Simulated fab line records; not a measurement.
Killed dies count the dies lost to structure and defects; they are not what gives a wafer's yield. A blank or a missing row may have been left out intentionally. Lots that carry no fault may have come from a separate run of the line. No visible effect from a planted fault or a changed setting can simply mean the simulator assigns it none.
A struck lot beside a sound one :: flow nand harc :: 13 out of 1302 route steps
Sound: these wafers, L338.1, L338.5, L338.6. Struck: wafer L333.2 (L333.3, L333.6, from the same lot, were not struck and are left out); the cause is given at the end.
Per side, at each step with rows, come the tool, then ch with its chambers, and then its first start. Under that, the readings that differ: sound wafers :: struck wafers :: difference of the means :: sigmas: that difference in standard deviations of wafers without a fault.
alike: same words and numbers on both sides, and readings whose means sit less than 2 such deviations apart. not compared: any withheld reading, any reading some wafer has no value for, any bound like >300 that may hide the same value, and any number with overlapping values for which the record gives no deviation.
A row with sigmas, a row that says differs or no value, or rows on one side alone: a step with any of these is where the two part. When numbers do not overlap yet have no deviation, they are printed without sigmas and do not part them. A reading missing from all wafers of one side parts the sides only when that side holds two or more wafers.

NHARC_A_SLIT_ETCH_26: etches the open film in C4F8/O2/Ar, time 90 s, target depth 400 nm.
  sound on har etch-02 ch 0,1, day 29 01:29; struck on har etch-02 ch 1, day 26 05:53
  alike: drypump motor current A, showerhead plenum p Torr, throttle valve pct
  not compared: rf hours counter h
then, 1 step without rows for these wafers: NHARC_A_SLIT_STRIP_28 (strips in O2/COS).
NHARC_A_SLIT_ETCH_29: etches the open film in CF4/O2, target depth 100 nm, overetch 10 nm, time 55 s.
  sound on rie diel-10 ch 0,2,3, day 29 02:23; struck on rie diel-02 ch 0, day 26 06:47
reading: drypump motor current A (A)
sound: 6.4 6.3 5.7
struck: 5.0
difference: -1.1
sigmas: -2
  alike: oes product au, rf vpp V, showerhead plenum p Torr, throttle valve pct
  not compared: rf hours counter h
NHARC_A_SLIT_STRIP_18: strips in O2.
  sound: rie diel-10 ch 1,2,3; struck: rie diel-02 ch 1
  alike: drypump motor current A, oes product au, rf vpp V, showerhead plenum p Torr, throttle valve pct
  not compared: rf hours counter h
then, 2 steps without rows for these wafers: NHARC_A_SLIT_PRECLEAN_19 (cleans in SC1); NHARC_A_SLIT_SRD_20.
NHARC_A_SLIT_CD_MEAS_21:
  struck on cd sem-03, day 26 07:20; sound on cd sem-02, day 29 02:54
  alike: cd nm
then, 3 steps without rows for these wafers: NHARC_A_SIN_REMOVE_WET_00 (chemistry H3PO4, time 15300 s); NHARC_A_SIN_REMOVE_PRECLEAN_01 (cleans in SC1); NHARC_A_SIN_REMOVE_SRD_02.
NHARC_A_SIN_REMOVE_INSPECT_04:
  struck on defect inspect-02, day 26 13:35; sound on defect inspect-01, day 29 09:32
  alike: raw defect count
NHARC_A_WL_FILL_ALD_00: deposits Al2O3, target thk 3 nm, pulse time 3 s, ald cycles 30.
  sound on ald hk-04 ch 1,2,3, day 29 09:40; struck on ald hk-03 ch 0, day 26 13:43
reading: ald cycles
sound: 30 30 30
struck: 40
difference: +10
sigmas: 

reading: heater power outer w (W)
sound: 272 252 313
struck: 210
difference: -69
sigmas: -2

reading: heater power w (W)
sound: 461 433 537
struck: 377
difference: -100
sigmas: -2
  alike: precursor pulse height rel
NHARC_A_WL_FILL_RTA_01: time 5 s.
  sound on rtp anneal-01 ch 0, day 29 09:53; struck on rtp anneal-01 ch 0, day 26 13:56
reading: lamp_zone_3_pct (%)
sound: 31.76 31.73 31.75
struck: 31.65
difference: -0.10
sigmas: -2
  alike: lamp power pct, lamp_zone_1_pct, lamp_zone_2_pct, wafer_temp_C_max

## WHERE THEY PART
At NHARC_A_SLIT_ETCH_29 first; at NHARC_A_WL_FILL_RTA_01 last (within this record only).

WHY: whatever the simulator had introduced
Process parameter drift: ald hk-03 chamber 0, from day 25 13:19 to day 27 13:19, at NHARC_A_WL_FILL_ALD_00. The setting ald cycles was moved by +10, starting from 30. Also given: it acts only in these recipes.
